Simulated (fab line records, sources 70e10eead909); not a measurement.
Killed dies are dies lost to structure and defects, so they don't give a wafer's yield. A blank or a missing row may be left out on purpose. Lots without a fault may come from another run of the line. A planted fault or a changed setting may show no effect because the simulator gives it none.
Chamber matching | flow nand_harc | NHARC_A_CONTACT_ETCH_90 on rie_diel-01: 4 sister chambers
The step etches the open film in CH3F/O2, target depth 40 nm, time 85.7 s. 14 wafers are shown with their chamber, then 7 later ones without.

WAFERS WITH THEIR CHAMBER
wafer  | chamber | showerhead_plenum_p_Torr (Torr) | drypump_motor_current_A (A) | rf_vpp_V (V)
L074.1 | 1       | 2.60                            | 6.1                         | 244.8
L074.2 | 0       | 2.49                            | 5.5                         | 244.9
L074.6 | 3       | 2.49                            | 5.8                         | 243.8
L077.1 | 1       | 2.60                            | 6.1                         | 248.2
L077.5 | 1       | 2.60                            | 6.1                         | 246.7
L077.6 | 2       | 2.46                            | 5.5                         | 242.4
L076.2 | 0       | 2.49                            | 5.5                         | 244.5
L076.3 | 3       | 2.49                            | 5.9                         | 243.9
L076.4 | 2       | 2.46                            | 5.5                         | 244.0
L079.2 | 0       | 2.48                            | 5.5                         | 244.3
L079.5 | 0       | 2.49                            | 5.5                         | 244.3
L079.6 | 1       | 2.60                            | 6.1                         | 246.4
L084.2 | 0       | 2.48                            | 5.5                         | 243.9
L084.3 | 2       | 2.45                            | 5.5                         | 243.8

SIGNATURES (means of the wafers above)
reading                  | chamber 0 | chamber 1 | chamber 2 | chamber 3 | scatter within a chamber
showerhead_plenum_p_Torr | 2.4860    | 2.6000    | 2.4567    | 2.4900    | 0.00432
drypump_motor_current_A  | 5.500     | 6.100     | 5.500     | 5.850     | 0.0224
rf_vpp_V                 | 244.380   | 246.525   | 243.400   | 243.850   | 0.888
Rule: a wafer's distance from a chamber is the root of the sum, over the readings, of the square of ((its reading less the chamber's mean) divided by the reading's scatter). The wafer belongs to the nearest chamber; if the next one is less than 2 further off, it can't be placed. The scatter: the root of (the sum of the squares of (reading less its chamber's mean) over the shown wafers, divided by (wafers less chambers)).

WAFERS WITHOUT THEIR CHAMBER
wafer  | showerhead_plenum_p_Torr (Torr) | drypump_motor_current_A (A) | rf_vpp_V (V)
L084.5 | 2.59                            | 6.1                         | 246.4
L086.1 | 2.59                            | 6.1                         | 247.7
L086.2 | 2.48                            | 5.4                         | 244.4
L086.3 | 2.48                            | 5.8                         | 245.3
L089.3 | 2.47                            | 5.9                         | 243.5
L089.5 | 2.47                            | 5.4                         | 244.7
L089.6 | 2.58                            | 6.1                         | 246.2

WHICH CHAMBER EACH WENT THROUGH
wafer  | from the rows above     | in truth
L084.5 | 1                       | 1
L086.1 | 1                       | 1
L086.2 | 0                       | 0
L086.3 | 3                       | 3
L089.3 | 3                       | 3
L089.5 | can't be placed: 2 or 0 | 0
L089.6 | 1                       | 1
Placed correctly: 6 of 7. Can't be placed from these rows: 1 (the true chamber is among the candidates in 1). Placed wrongly: 0.
